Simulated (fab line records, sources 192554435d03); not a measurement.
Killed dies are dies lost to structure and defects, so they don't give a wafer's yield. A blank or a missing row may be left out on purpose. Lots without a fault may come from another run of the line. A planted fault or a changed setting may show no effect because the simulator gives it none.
fab line records | flow n5_finfet
record lots=4 wafers=12 last_day=19
route steps=1938 shown PMOS_HMC_CHANNEL_EPI@62 FIN_SAQP@90 BEOL_M4@1111
lots that met no fault: from a run of the same line without faults
start_h: hours from the record's first day to the start of the lot's first wafer shown | wait_h: hours since the lot's step before | " the same as in the row above | L1.1+2: a row that stands for several wafers | - no value, or no start given | * or withheld: withheld | < > ~ a bound
route shown NAME@n: a module of which the file shows steps, and the number in the route of the first | usual: mean/standard deviation of fault-free wafers | same: alike in all rows | chamber/n: place in a boat | sites: the reading at each site | _std_site: their standard deviation | _edge_site: outer sites' mean less inner sites' | radius_mm: how far each site lies from the wafer's centre | mask NAME#n: copy n | behind: the tool/chamber that last shaped the wafer | hold: why the lot was held/for how many hours/how that ended | device: the transistor (n, p or np) that didn't switch | end of line: the same wafers' tests at the end of the route | a step without rows: its recipe alone | killed: dies lost to structure and defects at the first sort, not the wafer's yield | map: a wafer's dies, x killed, . not, _ none there
set.NAME: the setting as run; set.NAME@STEP: as run at that earlier step | model.NAME: the simulator's own value behind a step, which no gauge read
lots at some steps of the route; a table a step, a row a wafer
services: from which hour (start_h, from the record's first day; less than 0 if before it) a tool's chamber was out of use, for how many hours, and why
## steps
# step N5_PMOS_HMC_CHANNEL_EPI_EXPOSE_06
# recipe mask_id=PMOS_HMC_BLK na=1.35 source_shape=conventional sigma_outer=0.8 polarization=unpolarized target_cd_nm=240 dose_mj=41
# step N5_PMOS_HMC_CHANNEL_EPI_PEB_07
# recipe peb_temp_c=110 peb_time_s=60 resist=CAR-ArF-block
# step N5_PMOS_HMC_CHANNEL_EPI_DEVELOP_08
# recipe develop_time_s=30 developer=TMAH resist=CAR-ArF-block dev_temp_c=23 rinse_liquid=diw dry=air_spin
# step N5_PMOS_HMC_CHANNEL_EPI_DESCUM_14
# recipe chemistry=O2 time_s=7.9 source_power_w=50 bias_power_w=20 pressure_mtorr=20 rf_frequency_hz=2.712e+07 temp_c=40 resist=CAR-ArF-block o2_flow_sccm=225
# step N5_PMOS_HMC_CHANNEL_EPI_ETCH_32
# recipe chemistry=N2/H2 target=BARC stop_on=SiO2 target_depth_a=858 over_etch_frac=0.3 time_s=50.3 ion_energy_ev=200 mask_material=CAR-ArF-block pressure_mtorr=30 source_w=840 bias_w=150 n2_flow_sccm=200 h2_flow_sccm=200
# step N5_PMOS_HMC_CHANNEL_EPI_HM_OPEN_15
# recipe chemistry=CHF3/O2 target=SiO2 mask_material=CAR-ArF-block target_depth_a=406 CHF3_flow_sccm=50 O2_flow_sccm=5 Ar_flow_sccm=200 time_s=20.3 pressure_mtorr=30 source_w=650 bias_w=170 ion_energy_ev=200
# step N5_PMOS_HMC_CHANNEL_EPI_STRIP_33
# recipe chemistry=N2/H2 power_w=500 temp_c=40 pressure_mtorr=50 rf_frequency_hz=6e+07 overash_fraction=0.3 bias_power_w=8 h2_frac=0.5 n2_flow_sccm=300 h2_flow_sccm=300
# step N5_PMOS_HMC_CHANNEL_EPI_STRIP_17
# recipe chemistry=SPM time_s=750 temp_c=130 h2so4_h2o2_vol_ratio=4 dry=ipa_marangoni
# step N5_PMOS_HMC_CHANNEL_EPI_ETCH_38
# recipe chemistry=CF4 target=SiO2 target_depth_a=15 ion_energy_ev=350 pressure_mtorr=10 icp_w=800 bias_w=400 cf4_flow_sccm=80
# step N5_PMOS_HMC_CHANNEL_EPI_FIN_RECESS_16
# recipe chemistry=HBr/Cl2 target=Si mask_material=SiO2 target_depth_a=540 time_s=18 pressure_mtorr=10 icp_w=800 bias_w=75 HBr_flow_sccm=150 Cl2_flow_sccm=80
# usual drypump_motor_current_A=5.8/0.38 oes_product_au=0.998/0.017 throttle_valve_pct=35.48/0.25
# columns lot.wafer tool chamber start_h wait_h drypump_motor_current_A oes_product_au rf_hours_counter_h throttle_valve_pct model.etch.depth_nm model.PMOS_HMC_CHANNEL_EPI.feature_depth_nm
L556.1 rie_si-05 1 29.77 0.0 5.5 0.985 2 35.41 53.7 53.7
L556.2 " 2 " " 5.7 1.000 25 35.17 54.16 54.16
L556.6 " 3 " " 6.3 1.002 - 35.53 53.88 53.88
L567.1 rie_si-05 1 96.21 0.0 5.5 0.978 3 35.44 44.81 44.81
L567.2 " 2 " " 5.7 0.994 26 35.18 45.56 45.56
L567.6 " 0 " " 6.5 0.985 - 35.60 45.36 45.36
L568.1 rie_si-05 0 102.72 0.0 6.5 0.996 148 35.58 46.11 46.11
L568.2 " 2 " " 5.7 1.000 26 35.18 46.26 46.26
L568.4 " 1 " " 5.5 0.982 - 35.45 45.5 45.5
L576.3 rie_si-03 1 149.80 0.0 5.3 0.985 8 35.52 53.76 53.76
L576.5 " 1 " " 5.2 0.978 - 35.54 53.62 53.62
L576.6 " 2 " " 5.8 1.014 - 35.13 54.09 54.09
# step N5_PMOS_HMC_CHANNEL_EPI_PRECLEAN_36
# recipe chemistry=O3/DIW time_s=45 temp_c=22 o3_ppm=10
# step N5_PMOS_HMC_CHANNEL_EPI_PRECLEAN_18
# recipe chemistry=DHF time_s=30 temp_c=25 dilution=withheld
# step N5_PMOS_HMC_CHANNEL_EPI_SRD_19
# recipe dry=ipa_marangoni do_ppb=5 time_s=30 temp_c=23 rinse_liquid=diw
# step N5_PMOS_HMC_CHANNEL_EPI_EPI_20
# recipe material=SiGe30 mask_material=SiO2 pressure_torr=20 target_thk_a=590 temp_c=600
# step N5_PMOS_HMC_CHANNEL_EPI_HM_STRIP_35
# recipe chemistry=dHF temp_c=25 material=SiO2 target=SiO2 target_depth_a=396 time_s=216
# step N5_PMOS_HMC_CHANNEL_EPI_SRD_39
# recipe dry=ipa_marangoni time_s=30 temp_c=23 rinse_liquid=diw
# step N5_PMOS_HMC_CHANNEL_EPI_CMP_21
# recipe material=SiGe30 post_cmp_clean=alkaline_brush target_thk_nm=54
# step N5_PMOS_HMC_CHANNEL_EPI_THK_MEAS_22
# recipe reads=SiGe30_of_PMOS_HMC_CHANNEL_EPI_EPI_20
# usual HMC_CMP_THK=53.7/0.8
# columns lot.wafer tool chamber start_h wait_h HMC_CMP_THK[nm]
L556.1 film_metro-02 - 31.97 - 53.8
L556.2 " - " " 54.2
L556.6 " - " " 54.0
L567.1 film_metro-02 - 98.02 - 44.8
L567.2 " - " " 45.6
L567.6 " - " " 45.5
L568.1 film_metro-01 - 104.99 - 46.1
L568.2 " - " " 46.3
L568.4 " - " " 45.5
L576.3 film_metro-01 - 152.01 - 53.6
L576.5 " - " " 53.6
L576.6 " - " " 53.9
# step N5_PMOS_HMC_CHANNEL_EPI_PRECLEAN_40
# recipe chemistry=DHF time_s=30 temp_c=25 dilution=withheld
# step N5_PMOS_HMC_CHANNEL_EPI_PRECLEAN_37
# recipe chemistry=O3/DIW time_s=45 temp_c=22 o3_ppm=10
# step N5_PMOS_HMC_CHANNEL_EPI_PRECLEAN_24
# recipe chemistry=DHF time_s=30 temp_c=25 dilution=withheld
# step N5_PMOS_HMC_CHANNEL_EPI_SRD_25
# recipe dry=ipa_marangoni do_ppb=5 time_s=30 temp_c=23 rinse_liquid=diw
# step N5_PMOS_HMC_CHANNEL_EPI_EPI_26
# recipe material=Si target_thk_a=38 temp_c=650 precursor=SiH4/H2 pressure_torr=20 time_s=22.7
# step N5_FIN_SAQP_PRECLEAN_42
# recipe chemistry=O3/DIW time_s=60 temp_c=22 o3_ppm=10
# step N5_FIN_SAQP_PRECLEAN_00
# recipe chemistry=SC1 time_s=60 temp_c=55 mix=1:2:50
# step N5_FIN_SAQP_PRECLEAN_44
# recipe chemistry=SC2 time_s=45 temp_c=35 mix=1:1:50
# step N5_FIN_SAQP_SRD_01
# recipe dry=ipa_marangoni time_s=30 temp_c=23 rinse_liquid=diw
# step N5_FIN_SAQP_ALD_61
# recipe material=SiO2 target_thk_a=40 temp_c=300 ald_precursor_family=BDEAS ald_co_reactant=O2-plasma pulse_time_s=1 purge_time_s=2 co_reactant_purge_time_s=2 ald_cycles=43 pressure_torr=2
# step N5_FIN_SAQP_DENSIFY_62
# recipe temp_c=700 time_s=60 ambient=N2 idle_temp_c=600 ramp_up_c_per_s=150 ramp_down_c_per_s=60 cool_to_c=600
# step N5_FIN_SAQP_HM_DEP_03
# recipe material=SiNx target_thk_a=380 temp_c=400 precursor=SiH4/NH3/N2 pressure_torr=1.5 rf_w=300 time_s=33.6
# step N5_FIN_SAQP_PECVD_47
# recipe material=a-Si target_thk_a=450 temp_c=400 precursor=SiH4/He pressure_torr=3 rf_w=100 time_s=36.3
# step N5_FIN_SAQP_PECVD_48
# recipe material=SiNx target_thk_a=250 temp_c=400 precursor=SiH4/NH3/N2 pressure_torr=1.5 rf_w=300 time_s=22.1
# step N5_FIN_SAQP_PECVD_06
# recipe material=a-Si target_thk_a=600 temp_c=400 precursor=SiH4/He pressure_torr=3 rf_w=100 time_s=48.1
# step N5_FIN_SAQP_HM_DEP_72
# recipe material=SiO2 target_thk_a=120 temp_c=400 precursor=SiH4/N2O pressure_torr=0.75 rf_w=275 time_s=7.2
# step N5_FIN_SAQP_COAT_49
# recipe resist=SOC temp_c=250 time_s=60 spin_rpm=1500 resist_thk_nm=100
# step N5_BEOL_M4_RC_MEAS_101
# usual CJ_P=5.83/0.18 DIBL_N=36.3/1.6 DIBL_P=36.4/2.1 IOFF_N=0.16/0.032 IOFF_P=0.22/0.044 ION_N=675/12 ION_P=463/8.3 SS_N=71.6/0.64 SS_P=73.3/0.67 VT_N=250/3.3 VT_P=-250/3.7
# columns lot.wafer tool chamber start_h wait_h CJ_P DIBL_N[mV/V] DIBL_P[mV/V] IOFF_N[nA/um] IOFF_P[nA/um] ION_N[uA/um] ION_P[uA/um] SS_N[mV/dec] SS_P[mV/dec] VT_N[mV] VT_P[mV]
L556.1 prober-01 0 208.95 0.0 5.84 37.6 37.9 0.16 0.19 675 458 71.7 73.6 249 -254
L556.2 " 0 " " 5.77 39.2 40.5 0.20 0.24 690 467 72.1 74.4 246 -247
L556.6 " 0 " " 5.78 34.9 35.7 0.13 0.17 667 453 71.4 73.2 254 -254
L567.1 prober-01 0 291.12 0.0 6.31 37.7 38.6 0.21 0.24 681 447 72.8 74.2 245 -247
L567.2 " 0 " " 6.50 39.5 41.9 0.26 0.31 704 459 73.4 74.8 245 -245
L567.6 " 0 " " 6.36 36.5 38.7 0.19 0.24 693 454 72.3 73.3 247 -249
L568.1 prober-02 0 300.26 0.0 6.38 35.5 34.9 0.14 0.19 671 447 71.4 72.8 250 -248
L568.2 " 0 " " 6.38 38.9 39.2 0.20 0.24 672 453 72.8 73.8 248 -248
L568.4 " 0 " " 6.41 37.8 37.5 0.18 0.22 685 452 72.6 73.3 249 -249
L576.3 prober-02 0 354.79 0.3 6.00 38.2 40.3 0.19 0.23 686 464 72.5 74.5 246 -249
L576.5 " 0 " " 5.74 33.0 33.1 0.10 0.13 661 447 71.4 71.3 259 -259
L576.6 " 0 " " 5.81 36.2 37.2 0.14 0.18 674 456 71.7 73.7 252 -254
## services
# columns tool chamber start_h hours kind
rie_si-03 1 21.37 13.2 repair
rie_si-03 0 24.97 2.0 repair
rie_si-03 - 44.32 0.6 repair
rie_si-05 3 98.96 9.6 repair
## key
first_sign step=N5_PMOS_HMC_CHANNEL_EPI_THK_MEAS_22 reading=HMC_CMP_THK direction=down sigmas=10 usual=53.7 struck=45.6
effect step=N5_BEOL_M4_RC_MEAS_101 reading=CJ_P direction=up sigmas=3.2 usual=5.83 struck=6.39
model_effect step=N5_PMOS_HMC_CHANNEL_EPI_FIN_RECESS_16 value=etch.depth_nm without=53.19 struck=45.6
met_at N5_PMOS_HMC_CHANNEL_EPI_FIN_RECESS_16
struck_wafers L567.1,L567.2,L567.6,L568.1,L568.2,L568.4
onset_between 29.77 96.21
fault kind=process_parameter_drift tool=rie_si-05 chamber=- onset_h=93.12 steps=N5_PMOS_HMC_CHANNEL_EPI_FIN_RECESS_16 channel=time_s offset=* shape=step end_h=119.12 acts_in=* stated=*
